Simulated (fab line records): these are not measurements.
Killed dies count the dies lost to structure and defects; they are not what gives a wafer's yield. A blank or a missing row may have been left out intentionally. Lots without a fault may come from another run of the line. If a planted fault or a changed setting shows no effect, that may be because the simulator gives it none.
Matching of chambers + flow nand_harc + NHARC_A_STAIRCASE_TRIM_12 on rie_diel-09 has 4 sister chambers
The step chemistry O2, time 211.2 s. 8 wafers are shown with their chamber, then 9 later ones without.

## EACH WAFER AND ITS CHAMBER
| wafer  | chamber | showerhead_plenum_p_Torr (Torr) | drypump_motor_current_A (A) |
|--------|---------|---------------------------------|-----------------------------|
| L077.1 | 3       | 3.53                            | 5.9                         |
| L078.2 | 1       | 3.46                            | 6.3                         |
| L080.2 | 3       | 3.53                            | 5.8                         |
| L080.3 | 0       | 3.49                            | 6.1                         |
| L079.2 | 0       | 3.49                            | 6.0                         |
| L085.2 | 2       | 3.32                            | 6.2                         |
| L085.5 | 1       | 3.44                            | 6.2                         |
| L085.6 | 2       | 3.32                            | 6.2                         |

## WAFERS WITH NO CHAMBER GIVEN
| wafer  | showerhead_plenum_p_Torr (Torr) | drypump_motor_current_A (A) |
|--------|---------------------------------|-----------------------------|
| L087.1 | 3.48                            | 6.0                         |
| L087.4 | 3.32                            | 6.2                         |
| L087.6 | 3.32                            | 6.2                         |
| L093.1 | 3.43                            | 6.2                         |
| L093.2 | 3.31                            | 6.1                         |
| L093.4 | 3.51                            | 5.8                         |
| L097.2 | 3.43                            | 6.2                         |
| L097.3 | 3.50                            | 5.9                         |
| L097.4 | 3.46                            | 6.1                         |

## WHICH CHAMBER EACH WENT THROUGH
| wafer  | from the rows above     | in truth |
|--------|-------------------------|----------|
| L087.1 | 0                       | 0        |
| L087.4 | 2                       | 2        |
| L087.6 | 2                       | 2        |
| L093.1 | 1                       | 1        |
| L093.2 | 2                       | 2        |
| L093.4 | 3                       | 3        |
| L097.2 | 1                       | 1        |
| L097.3 | can't be placed: 0 or 3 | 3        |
| L097.4 | can't be placed: 1 or 0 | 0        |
Correct placement for 7 of the 9. Cannot be placed on the basis of these rows: 2; the candidates contain the true chamber in 2. Number placed wrongly: 0.
How it was worked out, from the rows above alone: a wafer's distance from a chamber is the root of the sum, over the readings, of the square of ((its reading less the chamber's mean) divided by the reading's scatter). If the next closest chamber is less than 2 further off than the closest, the wafer can't be placed; otherwise it belongs to the closest. A chamber's mean is the mean of its shown wafers. How the scatter is found: for the shown wafers, subtract from each reading the mean of its chamber, square and add these, divide the total by (wafers less chambers), then take the root.
